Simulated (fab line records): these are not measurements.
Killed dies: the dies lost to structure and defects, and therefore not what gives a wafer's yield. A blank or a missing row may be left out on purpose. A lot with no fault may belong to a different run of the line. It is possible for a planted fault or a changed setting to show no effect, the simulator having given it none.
Matching of chambers ; flow nandHarc ; rieDiel-07 running NHARC_P_M2_DESCUM_14: 4 sister chambers
The step chemistry O2, time 3 s. 20 wafers are shown with their chamber, then 10 later ones without.

## EACH WAFER AND ITS CHAMBER
wafer;chamber;drypumpMotorCurrentA (A);oesProductAu (a.u.);rfVppV (V)
L076.1;3;6.3;1.009;58.3
L076.2;1;5.3;0.995;56.5
L076.6;1;5.3;0.997;58.2
L074.1;2;5.2;0.993;57.3
L074.5;3;6.2;1.008;59.8
L074.6;0;5.0;1.007;57.7
L078.1;0;5.0;1.000;57.4
L078.3;3;6.3;0.999;57.6
L078.6;0;5.0;1.007;56.7
L079.4;2;5.2;0.995;58.9
L079.5;2;5.2;0.997;57.8
L079.6;1;5.3;1.004;57.6
L082.1;2;5.2;0.993;58.2
L082.2;3;6.3;0.996;58.6
L082.5;2;5.2;0.991;58.8
L084.2;2;5.2;0.985;58.2
L084.4;1;5.3;1.001;58.7
L084.5;3;6.3;1.001;60.1
L086.1;0;5.0;0.995;58.1
L086.3;2;5.2;0.981;59.2

SIGNATURES (averages over the wafers above)
reading;chamber 0;chamber 1;chamber 2;chamber 3;scatter within a chamber
drypumpMotorCurrentA;5.000;5.300;5.200;6.280;0.0224
oesProductAu;1.00225;0.99925;0.99071;1.00260;0.00546
rfVppV;57.475;57.750;58.343;58.880;0.822
Rule: for each reading, subtract the chamber's mean from the wafer's reading, divide by that reading's scatter and square the result; add these up over the readings and take the root, which gives the wafer's distance from the chamber. If the next closest chamber is less than 2 further off than the closest, the wafer can't be placed; otherwise it belongs to the closest. The scatter: take each reading less its chamber's mean, square it, sum over the shown wafers, divide by the number of wafers less the number of chambers, and take the root.

## WAFERS WITH NO CHAMBER GIVEN
wafer;drypumpMotorCurrentA (A);oesProductAu (a.u.);rfVppV (V)
L086.5;5.3;0.994;57.8
L085.1;5.0;0.999;57.8
L085.2;5.2;0.992;59.0
L085.6;6.3;0.995;57.5
L088.1;6.3;1.005;57.9
L088.2;4.9;1.014;60.0
L088.4;5.3;0.997;56.4
L089.2;6.3;1.007;58.0
L089.4;5.0;1.000;58.0
L089.5;5.3;0.988;57.5

## EACH ONE'S CHAMBER
wafer;from the rows above;in truth
L086.5;1;1
L085.1;0;0
L085.2;2;2
L085.6;3;3
L088.1;3;3
L088.2;0;0
L088.4;1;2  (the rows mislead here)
L089.2;3;3
L089.4;0;0
L089.5;1;1
Correctly placed: 9 of 10. Not placeable from these rows: 0. Number placed wrongly: 1.
